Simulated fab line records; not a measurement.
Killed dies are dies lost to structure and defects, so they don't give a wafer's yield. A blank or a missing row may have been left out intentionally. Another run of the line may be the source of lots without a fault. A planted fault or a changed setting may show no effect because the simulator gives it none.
Lot-split experiment -- flow n5Finfet -- on a route of 1938 steps: 7 lots, 21 wafers read

== THE SPLIT ==
At N5_MOL_CONTACT_COAG_ALD_133 (deposits SiO2, target thk 5 nm, pulse time 1 s, co reactant pulse time 1 s), the setting aldCycles was moved away from the recipe's 35 on 9 of the 21 wafers read, by -11.4% to +17.1%. The other wafers ran this setting at the recipe's value.

The split's own step is where the reading is taken.

== THE READING ==
SiO2_of_MOL_CONTACT_COAG_ALD_133.thkNm (the simulator's own value, which no gauge read), in nm, at N5_MOL_CONTACT_COAG_ALD_133 (deposits SiO2, target thk 5 nm, pulse time 1 s, co reactant pulse time 1 s). The file gives no usual value for it.

wafer,"tool, chamber at the split",aldCycles as run,against the recipe,"SiO2_of_MOL_CONTACT_COAG_ALD_133.thkNm, nm",against lot-mates on the recipe
L077.1,"aldSin-02, 2,3,1",31,-11.4%,4.4,no lot-mate on the recipe
L077.3,"aldSin-02, 2,3,1",31,-11.4%,4.4,no lot-mate on the recipe
L077.4,"aldSin-02, 2,3,1",31,-11.4%,4.4,no lot-mate on the recipe
L081.3,"aldSin-03, 1,0,1",35,recipe,5,-
L081.5,"aldSin-03, 1,0,1",35,recipe,5,-
L081.6,"aldSin-03, 1,0,1",35,recipe,5,-
L088.1,"aldSin-01, 3",41,+17.1%,5.8,+0.8
L088.3,"aldSin-01, 2,3",35,recipe,5,-
L088.5,"aldSin-01, 2,3",35,recipe,5,-
L090.1,"aldSin-01, 2,1,1",35,recipe,5,-
L090.4,"aldSin-01, 2,1,1",35,recipe,5,-
L090.5,"aldSin-01, 2,1,1",35,recipe,5,-
L091.3,"aldSin-03, 1,2",40,+14.3%,5.8,+0.8
L091.4,"aldSin-03, 1,2",40,+14.3%,5.8,+0.8
L091.6,"aldSin-03, 0",35,recipe,5,-
L095.3,"aldSin-02, 3",35,recipe,5,-
L095.4,"aldSin-02, 0,1",33,-5.7%,4.6,-0.4
L095.6,"aldSin-02, 0,1",33,-5.7%,4.6,-0.4
L096.1,"aldSin-02, 1",35,recipe,5,-
L096.5,"aldSin-02, 1",35,recipe,5,-
L096.4,"aldSin-02, 3",38,+8.6%,5.4,+0.4
When a row names more than one chamber, that row covers several wafers, and the file does not tell which wafer ran in which chamber.

FIT RESULTS
A straight line over all 21 wafers: SiO2_of_MOL_CONTACT_COAG_ALD_133.thkNm changes by +0.0529 nm for each +1% of aldCycles; r = +1.00; the points scatter about the line by 0.042 nm.
The same after taking each lot's own level away (the mean of its wafers on the recipe; 18 wafers): +0.0539 nm for each +1%; r = +0.99; scatter 0.045 nm.
According to that fit, moving aldCycles by its largest amount changes the reading by 0.92 nm.
The lots' own levels span 5.00 to 5.00 nm.
So the lot-to-lot level changes the slope little: the two slopes agree.
Check: +0.964 nm against its lot-mates is what the line predicts for one of the wafers moved furthest among these (+17.1%) when that wafer is left out of the fit. It came out at +0.8 nm against them.

== FURTHER SPLITS ON THESE WAFERS ==
These wafers also went through other splits before the reading. Each is held against what the fit with the lots' levels taken away leaves over:
other split on the same wafers,wafers away from the commonest value,r with SiO2_of_MOL_CONTACT_COAG_ALD_133.thkNm (lot level and that fit taken away)
N5_SD_ACTIVATION_LSA_01 tempC,5,+0.14
N5_HKMG_FIN_HK_ALD_01 aldCycles,5,-0.06
N5_HKMG_FIN_ALD_36 aldCycles,8,+0.15
N5_GATE_CUT_COAT_34 spinRpm,4,+0.47
N5_MOL_CONTACT_COAG_ALD_27 aldCycles,5,-0.14
N5_MOL_CONTACT_COAG_COAT_77 spinRpm,7,+0.29

== FILE'S OWN FIT ==
SiO2_of_MOL_CONTACT_COAG_ALD_133.thkNm changes by +0.0511 nm for each +1% of aldCycles, r = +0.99.
